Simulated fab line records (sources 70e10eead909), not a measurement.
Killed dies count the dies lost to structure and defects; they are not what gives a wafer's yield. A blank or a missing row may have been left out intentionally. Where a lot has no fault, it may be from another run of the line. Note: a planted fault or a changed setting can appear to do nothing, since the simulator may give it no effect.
Comparing a struck lot with a sound one | flow nandHarc | 14 steps out of a route of 1159
Sound: these wafers, L712.3, L712.4, L712.6. Struck: wafer L719.1. (L719.2, L719.4 of the same lot were not struck and are left out.) The cause comes at the end.
At each step with rows: each side's tool, then ch and its chambers, then its first start. Under that, the readings that differ: sound wafers | struck wafers | difference of the means | sigmas: that difference in standard deviations of wafers without a fault.
alike: a reading whose means differ by less than 2 such deviations, as well as words and numbers matching on both sides. not compared: withheld readings; readings where some wafer has no value; bounds like >300 that might hide an equal value; numbers whose values overlap and for which the record gives no deviation.
The two part at a step that has a row with sigmas, a row that says differs or no value, or rows on one side only. Numbers that don't overlap but have no deviation are shown without sigmas and don't part them. A reading that every wafer of one side lacks parts them only if that side has two wafers or more.

first, 7 steps without rows for these wafers: NHARC_A_SLIT_HMDS_02 (time 30 s); NHARC_A_SLIT_COAT_03 (resist thk 90 nm); NHARC_A_SLIT_SOFTBAKE_04 (time 55 s); NHARC_A_SLIT_EBR_05; NHARC_A_SLIT_EXPOSE_06 (exposes mask SLIT); NHARC_A_SLIT_PEB_07 (peb time 65 s); NHARC_A_SLIT_DEVELOP_08 (develop time 35 s).
NHARC_A_SLIT_CD_MEAS_09: the cd target is 300 nm.
  sound on cdSem-02 ch 0, day 14 17:07; struck on cdSem-03 ch 0, day 16 21:58
  alike: cdNm
NHARC_A_SLIT_OVL_MEAS_10:
  struck on overlay-02, day 16 22:04; sound on overlay-01, day 14 17:12
  alike: overlayXNm, overlayYNm
NHARC_A_SLIT_INSPECT_11:
  struck on defectInspect-01, day 16 22:05; sound on defectInspect-02, day 14 17:14
  alike: rawDefectCount
NHARC_A_SLIT_DESCUM_14: chemistry O2, time 3 s.
  sound on rieDiel-13 ch 1,3, day 14 17:18; struck on rieDiel-05 ch 2, day 16 22:10
reading                      | sound          | struck | difference | sigmas
showerheadPlenumPTorr (Torr) | 2.03 1.99 1.99 | 1.83   | -0.17      | -2
  alike: drypumpMotorCurrentA, mfcArSccm, oesProductAu, rfVppV, throttleValvePct
  not compared: rfHoursCounterH
NHARC_A_SLIT_ETCH_24: etches the open film in CF4/CHF3, target depth 121 nm, time 60.5 s.
  sound on rieDiel-13 ch 0,1,3, day 14 17:23; struck on rieDiel-05 ch 1, day 16 22:14
reading   | sound             | struck | difference | sigmas
biasW (W) | 200.8 199.4 200.6 | 199.2  | -1.1       | -2
  alike: drypumpMotorCurrentA, mfcArSccm, oesProductAu, rfVppV, showerheadPlenumPTorr, throttleValvePct
  not compared: rfHoursCounterH
NHARC_A_SLIT_ETCH_15: etches the open film in O2/COS, target depth 3200 nm, time 832 s.
  sound on rieDiel-13 ch 1,2, day 14 17:28; struck on rieDiel-05 ch 0, day 16 22:20
reading                  | sound             | struck | difference | sigmas
drypumpMotorCurrentA (A) | 5.4 5.1 5.1       | 6.0    | +0.8       | +2
oesProductAu (a.u.)      | 1.008 0.997 0.991 | 0.832  | -0.167     | -23
  alike: biasW, mfcArSccm, rfVppV, showerheadPlenumPTorr, throttleValvePct
  not compared: rfHoursCounterH
NHARC_A_SLIT_ETCH_17: etches the open film in C4F8/O2/Ar, time 1687.5 s, target depth 10100 nm.
  sound on harEtch-02 ch 0,1, day 14 20:16; struck on harEtch-01 ch 0, day 16 22:56
reading              | sound                | struck | difference                   | sigmas
rfHoursCounterH (h)  | - - -                | 25     | no value on the sound wafers | 
throttleValvePct (%) | 32.032 32.043 32.047 | 32.057 | +0.016                       | +2
  alike: c4f8FlowSccm, drypumpMotorCurrentA, mfcArSccm, showerheadPlenumPTorr

== WHERE THEY PART ==
Last at NHARC_A_SLIT_ETCH_17 as far as this record goes, first at NHARC_A_SLIT_DESCUM_14.

WHY: whatever the simulator had introduced
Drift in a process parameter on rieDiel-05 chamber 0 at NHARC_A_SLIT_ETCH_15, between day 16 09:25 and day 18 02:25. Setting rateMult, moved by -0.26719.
